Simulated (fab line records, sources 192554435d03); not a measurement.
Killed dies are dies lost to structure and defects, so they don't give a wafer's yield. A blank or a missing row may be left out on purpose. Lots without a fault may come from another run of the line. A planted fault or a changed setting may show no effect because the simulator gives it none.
Chamber matching | flow n5_finfet | N5_BEOL_M5_STRIP_36 on rie_diel-03: 4 sister chambers
The step strips in N2/H2. 22 wafers are shown with their chamber, then 11 later ones without.

WAFERS WITH THEIR CHAMBER
wafer  | chamber | drypump_motor_current_A (A) | showerhead_plenum_p_Torr (Torr) | throttle_valve_pct (%)
L075.1 | 2       | 4.9                         | 2.49                            | 23.2
L075.4 | 0       | 6.7                         | 2.56                            | 24.1
L075.6 | 2       | 4.9                         | 2.49                            | 23.2
L079.3 | 3       | 5.9                         | 2.63                            | 23.9
L079.4 | 2       | 4.9                         | 2.49                            | 23.2
L079.5 | 3       | 5.9                         | 2.63                            | 24.0
L080.2 | 1       | 6.1                         | 2.64                            | 23.6
L080.3 | 2       | 4.8                         | 2.49                            | 23.2
L080.6 | 2       | 4.9                         | 2.49                            | 23.2
L082.1 | 0       | 6.8                         | 2.55                            | 24.1
L082.4 | 3       | 5.9                         | 2.63                            | 24.0
L082.5 | 0       | 6.8                         | 2.55                            | 24.1
L084.1 | 3       | 5.9                         | 2.63                            | 24.0
L084.2 | 0       | 6.8                         | 2.55                            | 24.1
L084.4 | 2       | 4.9                         | 2.48                            | 23.3
L086.1 | 2       | 4.9                         | 2.48                            | 23.2
L086.2 | 1       | 6.1                         | 2.63                            | 23.6
L086.4 | 3       | 5.9                         | 2.63                            | 24.0
L087.2 | 2       | 4.9                         | 2.48                            | 23.2
L087.4 | 1       | 6.1                         | 2.63                            | 23.6
L087.5 | 3       | 5.9                         | 2.63                            | 24.0
L090.1 | 0       | 6.8                         | 2.55                            | 24.2

SIGNATURES (means of the wafers above)
reading                  | chamber 0 | chamber 1 | chamber 2 | chamber 3 | scatter within a chamber
drypump_motor_current_A  | 6.780     | 6.100     | 4.888     | 5.900     | 0.0305
showerhead_plenum_p_Torr | 2.5520    | 2.6333    | 2.4863    | 2.6300    | 0.00431
throttle_valve_pct       | 24.120    | 23.600    | 23.212    | 23.983    | 0.0373
Rule: a wafer's distance from a chamber is the root of the sum, over the readings, of the square of ((its reading less the chamber's mean) divided by the reading's scatter). The wafer belongs to the nearest chamber; if the next one is less than 2 further off, it can't be placed. The scatter: the root of (the sum of the squares of (reading less its chamber's mean) over the shown wafers, divided by (wafers less chambers)).

WAFERS WITHOUT THEIR CHAMBER
wafer  | drypump_motor_current_A (A) | showerhead_plenum_p_Torr (Torr) | throttle_valve_pct (%)
L090.4 | 4.9                         | 2.48                            | 23.3
L090.5 | 4.9                         | 2.48                            | 23.3
L093.3 | 6.7                         | 2.54                            | 24.2
L093.4 | 4.9                         | 2.47                            | 23.3
L093.6 | 6.7                         | 2.54                            | 24.2
L094.1 | 6.0                         | 2.63                            | 23.6
L094.4 | 5.9                         | 2.62                            | 23.9
L094.5 | 4.9                         | 2.47                            | 23.3
L096.3 | 6.8                         | 2.54                            | 24.2
L096.5 | 5.9                         | 2.62                            | 24.0
L096.6 | 4.9                         | 2.47                            | 23.3

WHICH CHAMBER EACH WENT THROUGH
wafer  | from the rows above | in truth
L090.4 | 2                   | 2
L090.5 | 2                   | 2
L093.3 | 0                   | 0
L093.4 | 2                   | 2
L093.6 | 0                   | 0
L094.1 | 1                   | 1
L094.4 | 3                   | 3
L094.5 | 2                   | 2
L096.3 | 0                   | 0
L096.5 | 3                   | 3
L096.6 | 2                   | 2
Placed correctly: 11 of 11. Can't be placed from these rows: 0. Placed wrongly: 0.
